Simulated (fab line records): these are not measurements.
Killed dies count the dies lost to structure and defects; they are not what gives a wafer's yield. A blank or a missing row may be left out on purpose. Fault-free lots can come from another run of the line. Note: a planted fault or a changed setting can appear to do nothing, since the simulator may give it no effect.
What tool caused it? + flow n5 finfet + 27 wafers from 9 lots sampled at 6 of the route's 1938 steps

## WHAT EACH GAUGE READ, for each wafer
N5_BEOL_M3_INSPECT_59: inspects for defects (darkfield). Usual: raw defect count reads 72 (standard deviation 22).
| lot  | measured     | on                | raw defect count | flag |
|------|--------------|-------------------|------------------|------|
| L709 | day 10 01:11 | defect inspect-02 | 73 43 68         |      |
| L713 | day 10 14:10 | defect inspect-02 | 69 63 65         |      |
| L714 | day 11 09:53 | defect inspect-01 | 49 109 84        |      |
| L717 | day 11 15:07 | defect inspect-01 | 72 45 72         |      |
| L716 | day 11 15:15 | defect inspect-01 | 70 84 96         |      |
| L719 | day 12 17:11 | defect inspect-01 | 85 47 101        |      |
| L725 | day 13 17:58 | defect inspect-01 | 47 104 107       |      |
| L729 | day 14 23:37 | defect inspect-01 | 55 87 62         |      |
| L727 | day 15 07:29 | defect inspect-02 | 60 69 79         |      |

N5_BEOL_M4_INSPECT_13: inspects for defects (brightfield). Usual: raw defect count reads 406 (standard deviation 100).
| lot  | measured     | on                | raw defect count | flag |
|------|--------------|-------------------|------------------|------|
| L709 | day 10 01:54 | defect inspect-02 | 382 293 260      |      |
| L713 | day 10 15:35 | defect inspect-02 | 330 231 459      |      |
| L714 | day 11 11:14 | defect inspect-02 | 370 505 434      |      |
| L717 | day 11 17:10 | defect inspect-01 | 859 287 352      |      |
| L716 | day 11 17:21 | defect inspect-01 | 311 875 380      |      |
| L719 | day 12 19:40 | defect inspect-01 | 369 352 512      |      |
| L725 | day 13 19:32 | defect inspect-01 | 352 343 374      |      |
| L729 | day 15 00:51 | defect inspect-02 | 559 500 701      |      |
| L727 | day 15 08:38 | defect inspect-02 | 314 358 481      |      |

N5_BEOL_M4_RC_MEAS_101. Usual: DIBL_N 37.1 mV/V, standard deviation 2.6; DIBL_P 38 mV/V, standard deviation 3; IOFF_N 0.18 nA/um, standard deviation 0.052; IOFF_P 0.25 nA/um, standard deviation 0.06; ION_N 678 uA/um, standard deviation 15; ION_P 467 uA/um, standard deviation 8.6; SS_N 71.7 mV/dec, standard deviation 0.73; SS_P 73.7 mV/dec, standard deviation 0.89; VT_N 249 mV, standard deviation 4.3; VT_P -248 mV, standard deviation 3.8.
| lot  | measured     | on        | DIBL_N (mV/V)  | DIBL_P (mV/V) | IOFF_N (nA/um) | IOFF_P (nA/um) | ION_N (uA/um) | ION_P (uA/um) | SS_N (mV/dec)  | SS_P (mV/dec)  | VT_N (mV)   | VT_P (mV)      | flag |
|------|--------------|-----------|----------------|---------------|----------------|----------------|---------------|---------------|----------------|----------------|-------------|----------------|------|
| L709 | day 11 17:44 | prober-01 | 37.3 36.6 36.6 | 39 36 38      | 0.21 0.16 0.18 | 0.29 0.23 0.29 | 708 683 682   | 478 467 476   | 71.3 72.1 70.9 | 74.5 73.8 74.0 | 242 248 243 | -242 -246 -243 |      |
| L713 | day 12 01:53 | prober-02 | 37.1 38.0 34.7 | 39 41 37      | 0.18 0.21 0.14 | 0.24 0.29 0.21 | 674 686 667   | 463 476 463   | 72.0 71.8 70.5 | 74.2 74.3 73.3 | 250 249 252 | -248 -247 -247 |      |
| L714 | day 12 21:09 | prober-02 | 40.1 41.5 40.5 | 41 40 39      | 0.23 0.26 0.26 | 0.33 0.32 0.30 | 688 700 686   | 477 475 470   | 71.7 73.2 71.8 | 74.0 74.5 74.3 | 246 243 242 | -242 -243 -246 |      |
| L717 | day 13 06:21 | prober-02 | 36.6 35.2 36.7 | 37 37 37      | 0.17 0.15 0.16 | 0.21 0.21 0.21 | 681 683 671   | 462 474 460   | 72.2 71.9 71.5 | 73.4 73.5 73.6 | 250 251 250 | -248 -249 -251 |      |
| L716 | day 14 00:48 | prober-02 | 35.7 35.8 34.1 | 36 39 35      | 0.15 0.15 0.13 | 0.21 0.27 0.20 | 657 663 658   | 456 469 461   | 70.7 71.8 71.4 | 73.2 73.0 72.5 | 250 251 253 | -249 -248 -252 |      |
| L719 | day 14 11:16 | prober-02 | 36.4 32.7 35.0 | 36 31 33      | 0.15 0.10 0.13 | 0.20 0.17 0.17 | 684 666 664   | 466 463 455   | 71.6 70.4 71.5 | 73.5 72.9 72.6 | 252 257 257 | -252 -253 -254 |      |
| L725 | day 15 12:39 | prober-01 | 35.4 36.7 35.1 | 38 39 38      | 0.15 0.18 0.15 | 0.20 0.22 0.21 | 669 688 669   | 457 465 460   | 71.1 71.8 71.3 | 73.4 73.7 73.4 | 253 246 251 | -252 -252 -251 |      |
| L729 | day 16 15:21 | prober-02 | 39.7 40.2 38.0 | 42 42 39      | 0.26 0.25 0.22 | 0.32 0.33 0.26 | 694 682 681   | 474 475 466   | 72.8 72.6 72.4 | 75.2 74.5 74.2 | 241 246 245 | -245 -245 -246 |      |
| L727 | day 17 18:43 | prober-01 | 43.7 38.2 37.7 | 45 38 37      | 0.34 0.18 0.17 | 0.39 0.24 0.23 | 692 696 677   | 472 478 467   | 73.6 71.0 71.5 | 75.9 73.4 74.3 | 243 249 250 | -243 -248 -248 |      |

## WHICH TOOL RAN EACH LOT (tool, then ch and the chambers of the sampled wafers, then the start)
| lot  | N5_BEOL_M4_HM_DEP_02         | N5_BEOL_M4_ETCH_74                 | N5_BEOL_M4_ETCH_64                 |
|------|------------------------------|------------------------------------|------------------------------------|
| L709 | pvd sputter-02, day 10 01:24 | rie diel-05 ch 2,3, day 10 01:58   | rie diel-05 ch 2,3, day 10 02:01   |
| L713 | pvd sputter-03, day 10 14:59 | rie diel-01 ch 1,2,3, day 10 15:39 | rie diel-01 ch 1,2,3, day 10 15:42 |
| L714 | pvd sputter-01, day 11 10:44 | rie diel-05 ch 0,1,2, day 11 11:17 | rie diel-05 ch 0,1,2, day 11 11:20 |
| L717 | pvd sputter-03, day 11 16:34 | rie diel-04 ch 1,2,3, day 11 17:14 | rie diel-04 ch 1,2,3, day 11 17:17 |
| L716 | pvd sputter-03, day 11 16:44 | rie diel-01 ch 0,2,3, day 11 17:28 | rie diel-01 ch 0,2,3, day 11 17:31 |
| L719 | pvd sputter-02, day 12 19:01 | rie diel-05 ch 2,3, day 12 19:53   | rie diel-05 ch 2,3, day 12 19:56   |
| L725 | pvd sputter-02, day 13 19:04 | rie diel-04 ch 0,2, day 13 19:37   | rie diel-04 ch 0,2, day 13 19:40   |
| L729 | pvd sputter-01, day 15 00:22 | rie diel-05 ch 1,2,3, day 15 00:55 | rie diel-05 ch 1,2,3, day 15 00:58 |
| L727 | pvd sputter-03, day 15 08:09 | rie diel-05 ch 0,1,2, day 15 08:45 | rie diel-05 ch 0,1,2, day 15 08:47 |
- N5_BEOL_M4_HM_DEP_02: deposits TiN, target thk 20 nm.
- N5_BEOL_M4_ETCH_74: etches underlayer in N2/H2, target depth 6.5 nm, time 5.2 s.
- N5_BEOL_M4_ETCH_64: etches SOC in N2/H2, target depth 75 nm, overetch 22.5 nm, time 121.9 s.

## WHAT THE TOOLS THEMSELVES READ (means of the sampled wafers that have a number; where no wafer has one, the mark that the record gives instead)
N5_BEOL_M4_HM_DEP_02. Usual: throttle valve pct reads 30.4 % (standard deviation 0.73).
| lot  | tool           | throttle valve pct (%) | flag |
|------|----------------|------------------------|------|
| L709 | pvd sputter-02 | 30.1                   |      |
| L713 | pvd sputter-03 | 30.4                   |      |
| L714 | pvd sputter-01 | 30.2                   |      |
| L717 | pvd sputter-03 | 30.6                   |      |
| L716 | pvd sputter-03 | 29.9                   |      |
| L719 | pvd sputter-02 | 30.0                   |      |
| L725 | pvd sputter-02 | 30.1                   |      |
| L729 | pvd sputter-01 | 30.3                   |      |
| L727 | pvd sputter-03 | 31.4                   |      |

N5_BEOL_M4_ETCH_74. Usual: value, then standard deviation, for each; drypump motor current A 5.5 A / 0.5; etch rf on time s 5.27 s / 0.16; n2 flow sccm 200.1 sccm / 0.59; oes product au 0.67 a.u. / 0.071; rf vpp V 523.7 V / 2.3; showerhead plenum p Torr 2.54 Torr / 0.075; throttle valve pct 17.65 % / 0.25.
| lot  | tool        | drypump motor current A (A) | etch rf on time s (s) | n2 flow sccm (sccm) | oes product au (a.u.) | rf vpp V (V) | showerhead plenum p Torr (Torr) | throttle valve pct (%) | flag |
|------|-------------|-----------------------------|-----------------------|---------------------|-----------------------|--------------|---------------------------------|------------------------|------|
| L709 | rie diel-05 | 5.3                         | 5.19                  | 200.0               | 0.75                  | 523.8        | 2.50                            | 17.56                  |      |
| L713 | rie diel-01 | 5.3                         | 5.20                  | 199.9               | 0.64                  | 523.4        | 2.52                            | 17.74                  |      |
| L714 | rie diel-05 | 5.7                         | 5.30                  | 200.1               | 0.66                  | 523.6        | 2.52                            | 17.53                  |      |
| L717 | rie diel-04 | 5.9                         | 5.31                  | 199.8               | 0.64                  | 525.4        | 2.58                            | 17.71                  |      |
| L716 | rie diel-01 | 5.5                         | 5.24                  | 199.7               | 0.70                  | 525.5        | 2.57                            | 17.57                  |      |
| L719 | rie diel-05 | 5.3                         | 5.24                  | 200.5               | 0.70                  | 522.0        | 2.49                            | 17.62                  |      |
| L725 | rie diel-04 | 5.2                         | 5.40                  | 199.9               | 0.66                  | 522.5        | 2.51                            | 17.44                  |      |
| L729 | rie diel-05 | 5.7                         | 5.33                  | 200.3               | 0.67                  | 521.8        | 2.48                            | 17.60                  |      |
| L727 | rie diel-05 | 5.7                         | 5.40                  | 199.3               | 0.64                  | 523.3        | 2.50                            | 17.59                  |      |

N5_BEOL_M4_ETCH_64. Usual: drypump motor current A 5.5 A, standard deviation 0.51; n2 flow sccm 200.1 sccm, standard deviation 0.62; oes product au 0.60 a.u., standard deviation 0.06; rf vpp V 523.7 V, standard deviation 2.2; showerhead plenum p Torr 2.54 Torr, standard deviation 0.075; throttle valve pct 17.61 %, standard deviation 0.25.
| lot  | tool        | drypump motor current A (A) | n2 flow sccm (sccm) | oes product au (a.u.) | rf vpp V (V) | showerhead plenum p Torr (Torr) | throttle valve pct (%) | flag |
|------|-------------|-----------------------------|---------------------|-----------------------|--------------|---------------------------------|------------------------|------|
| L709 | rie diel-05 | 5.3                         | 200.4               | 0.66                  | 522.9        | 2.50                            | 17.53                  |      |
| L713 | rie diel-01 | 5.3                         | 200.4               | 0.58                  | 522.8        | 2.52                            | 17.71                  |      |
| L714 | rie diel-05 | 5.7                         | 199.8               | 0.60                  | 522.9        | 2.52                            | 17.49                  |      |
| L717 | rie diel-04 | 5.9                         | 199.8               | 0.58                  | 525.6        | 2.58                            | 17.68                  |      |
| L716 | rie diel-01 | 5.5                         | 199.6               | 0.63                  | 524.7        | 2.57                            | 17.53                  |      |
| L719 | rie diel-05 | 5.3                         | 201.1               | 0.63                  | 522.4        | 2.49                            | 17.57                  |      |
| L725 | rie diel-04 | 5.2                         | 200.7               | 0.60                  | 523.6        | 2.51                            | 17.41                  |      |
| L729 | rie diel-05 | 5.7                         | 200.4               | 0.61                  | 522.2        | 2.48                            | 17.55                  |      |
| L727 | rie diel-05 | 5.7                         | 199.7               | 0.58                  | 522.4        | 2.50                            | 17.55                  |      |

## THE ANSWER, worked out from the rows above alone
Rule: a lot is off if the mean of its wafers that have a number lies more than 3 standard deviations from the usual mean. A lot without any number at a reading at which 4 lots or more have one is off too. Any other lot the step has rows for is counted as sound. Order of review: gauges by route order, followed by the tools' own readings, for which a lot's mean as printed above is used. At the first step where some lot is off, the reading lying furthest off is the one used; lots without a number count as furthest.
No lot is off at any reading shown: from this, nothing can be told.

## WHAT THE SIMULATOR PUT IN
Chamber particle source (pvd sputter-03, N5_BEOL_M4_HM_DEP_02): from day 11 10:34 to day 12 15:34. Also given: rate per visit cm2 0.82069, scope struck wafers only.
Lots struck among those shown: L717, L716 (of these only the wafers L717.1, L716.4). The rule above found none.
